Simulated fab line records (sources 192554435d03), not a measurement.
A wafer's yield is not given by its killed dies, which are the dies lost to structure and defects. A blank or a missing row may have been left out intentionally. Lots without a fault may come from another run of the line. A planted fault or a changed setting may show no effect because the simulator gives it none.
Lot-split experiment ; flow n5Finfet ; 21 wafers read across 7 lots, on a route 1938 steps long

## SPLIT DETAILS
At N5_WELL_APT_EXPOSE_05 (exposes mask NWELL, defocus 0 nm, target cd 200 nm), the setting doseMj was moved away from the recipe's 20.3 on 6 of the 21 wafers read, by -5.5% to +4.7%. This setting was run at the recipe's value on the other wafers.

## FROM THE SPLIT TO THE READING: what the file shows between them, 2 steps
- N5_WELL_APT_DEVELOP_07: develop time 45 s (also split here: developTimeS)
- N5_WELL_APT_HARDBAKE_12: time 120 s

## THE READING
cdNm at N5_WELL_APT_CD_MEAS_08, given in nm (cd target 200 nm). On this fab line, fault-free wafers typically give 199.9 nm with a standard deviation of 1.7 nm.

wafer;tool, chamber at the split;doseMj as run;against the recipe;cdNm, nm;against lot-mates on the recipe
L074.3;krfScanner-01, 0;21.25;+4.7%;205.3;+4.3
L074.4;krfScanner-01, 0;21.25;+4.7%;207.7;+6.7
L074.6;krfScanner-01, 0;20.3;recipe;201.0;-
L076.2;krfScanner-02, 0;20.3;recipe;199.3;-
L076.3;krfScanner-02, 0;19.18;-5.5%;189.4;-8.9
L076.6;krfScanner-02, 0;20.3;recipe;197.3;-
L077.2;krfScanner-02, 0;20.3;recipe;199.2;-
L077.3;krfScanner-02, 0;20.3;recipe;199.4;-
L077.4;krfScanner-02, 0;20.3;recipe;198.3;-
L078.1;krfScanner-02, 0;20.3;recipe;202.5;-
L078.2;krfScanner-02, 0;20.3;recipe;204.4;-
L078.5;krfScanner-02, 0;20.3;recipe;201.3;-
L079.1;krfScanner-01, 0;20.3;recipe;199.2;-
L079.3;krfScanner-01, 0;21.15;+4.2%;205.9;+7.5
L079.5;krfScanner-01, 0;20.3;recipe;197.6;-
L096.1;krfScanner-01, 0;21.14;+4.1%;206.2;+7.8
L096.3;krfScanner-01, 0;20.3;recipe;198.4;-
L096.6;krfScanner-01, 0;21.14;+4.1%;206.3;+7.9
L097.1;krfScanner-02, 0;20.3;recipe;198.0;-
L097.2;krfScanner-02, 0;20.3;recipe;199.7;-
L097.6;krfScanner-02, 0;20.3;recipe;197.7;-

THE FIT
A straight line over all 21 wafers: cdNm changes by +1.63 nm for each +1% of doseMj; r = +0.91; the points scatter about the line by 1.8 nm.
The same after taking each lot's own level away (the mean of its wafers on the recipe; 21 wafers): +1.56 nm for each +1%; r = +0.96; scatter 1.2 nm.
That fit puts the effect of the largest move of doseMj on the reading at 8.6 nm.
The lots' own levels span 198.30 to 202.73 nm, that is 2.6 times the standard deviation above.
The two slopes are in agreement: the lot-to-lot level therefore moves the slope only a little.
Check: -8.47 nm against its lot-mates is what the line predicts for one of the wafers moved furthest among these (-5.5%) when that wafer is left out of the fit. Against them it came out at -8.9 nm.

## THESE WAFERS: OTHER SPLITS
Note: prior to the reading, these wafers also went through further splits. Each is held against what the fit with the lots' levels taken away leaves over:
other split on the same wafers;wafers away from the commonest value;r with cdNm (lot level and that fit taken away)
N5_ZERO_LAYER_COAT_05 spinRpm;10;+0.10
N5_ZERO_LAYER_EXPOSE_08 doseMj;9;-0.03
N5_WELL_APT_DEVELOP_07 developTimeS;5;+0.11

## THE WHOLE CHAIN: every reading that the file lists as answering this split, in the file's order
step;what it does;reading;change (the file's fit);r (the file's)
N5_WELL_APT_CD_MEAS_08;target cd 200 nm;cdNm;+1.6 nm for each +1% of the setting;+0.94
N5_WELL_APT_DESCUM_13;chemistry O2, time 7.9 s;WELL_APT.cdNm (the simulator's own value, which no gauge read);+1.57 nm for each +1% of the setting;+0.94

## THE FILE'S OWN FIT
cdNm changes by +1.6 nm for each +1% of doseMj, r = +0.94.
